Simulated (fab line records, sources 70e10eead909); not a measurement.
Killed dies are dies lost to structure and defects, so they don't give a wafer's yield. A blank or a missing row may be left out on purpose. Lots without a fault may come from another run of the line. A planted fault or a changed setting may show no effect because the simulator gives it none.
One fault seen from 2 desks | flow nand_harc | each desk has only its own numbers; what lay behind them comes last

THE METROLOGY DESK
What the gauges read, lot by lot, whatever tool the lot ran on: means of the sampled wafers that have a number. A lot is out of limits, marked OUT, if its mean lies more than 4 standard deviations from the usual mean; the brackets give that distance.
Columns: A = thk_nm at NHARC_P_M2_THK_MEAS_24, usual 144.2 nm
lot  | first seen here | A
L143 | day 7 04:56     | 141.4
L144 | day 7 17:01     | 145.4
L145 | day 7 22:00     | 145.3
L142 | day 8 00:28     | 144.9
L146 | day 8 04:58     | 144.7
L147 | day 8 12:50     | 143.9
L149 | day 9 10:49     | 142.9
L150 | day 10 00:44    | 144.3
L151 | day 10 05:21    | 143.5
L153 | day 11 02:04    | 143.2
L155 | day 12 18:47    | 143.6
L156 | day 12 19:49    | 144.8
L157 | day 13 08:44    | 143.6
This desk's finding: nothing out of limits on any of the 13 lots.

THE TOOL OWNER'S DESK: rie_diel-13
The tool's own readings at NHARC_P_BONDPAD_ETCH_12 (etches the open film in CHF3/O2, target depth 200 nm, time 100 s): means of the sampled wafers that have a number, for each lot that ran on this tool. A lot is out of limits, marked OUT, if its mean lies more than 4 standard deviations from the usual mean; the brackets give that distance.
Columns: A = drypump_motor_current_A at NHARC_P_BONDPAD_ETCH_12, usual 6.0 A; B = oes_product_au at NHARC_P_BONDPAD_ETCH_12, usual 0.945 a.u.; C = rf_vpp_V at NHARC_P_BONDPAD_ETCH_12, usual 371.6 V; D = run_length_s at NHARC_P_BONDPAD_ETCH_12, usual 121.5 s; E = showerhead_plenum_p_Torr at NHARC_P_BONDPAD_ETCH_12, usual 2.45 Torr; F = throttle_valve_pct at NHARC_P_BONDPAD_ETCH_12, usual 20.573 %
lot  | first seen here | A   | B     | C     | D                | E    | F
L144 | day 7 19:29     | 5.7 | 0.971 | 372.2 | 121.7            | 2.48 | 20.573
L146 | day 8 07:16     | 6.4 | 0.981 | 371.1 | 121.0            | 2.43 | 20.575
L147 | day 8 15:04     | 5.9 | 0.965 | 371.7 | 121.5            | 2.46 | 20.569
L153 | day 11 04:25    | 5.7 | 0.962 | 373.0 | 121.7            | 2.48 | 20.575
L156 | day 12 22:09    | 6.0 | 0.925 | 370.9 | 121.4            | 2.45 | 20.581
L157 | day 13 11:04    | 6.0 | 0.931 | 371.0 | 124.1 (+5.2) OUT | 2.45 | 20.566
This desk's finding: out of limits on L157; first on L157, day 13 11:04 (run_length_s at NHARC_P_BONDPAD_ETCH_12). In limits: L144, L146, L147, L153, L156.

PUT TOGETHER
The tool owner's desk could have raised an alarm at day 13 11:04, on L157.
The metrology desk saw nothing out of limits.
The metrology desk has L157 on record, within its limits.
Of the lots named, all ran NHARC_P_BONDPAD_ETCH_12 on rie_diel-13.

WHAT THE SIMULATOR HAD PUT IN
Process parameter drift: rie_diel-13, from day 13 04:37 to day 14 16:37, at NHARC_P_BONDPAD_ETCH_12. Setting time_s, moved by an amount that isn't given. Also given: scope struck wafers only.
Lots struck among those shown: L157.
Hours from the fault's start to each desk's first reading out of limits: the tool owner's desk, 6.
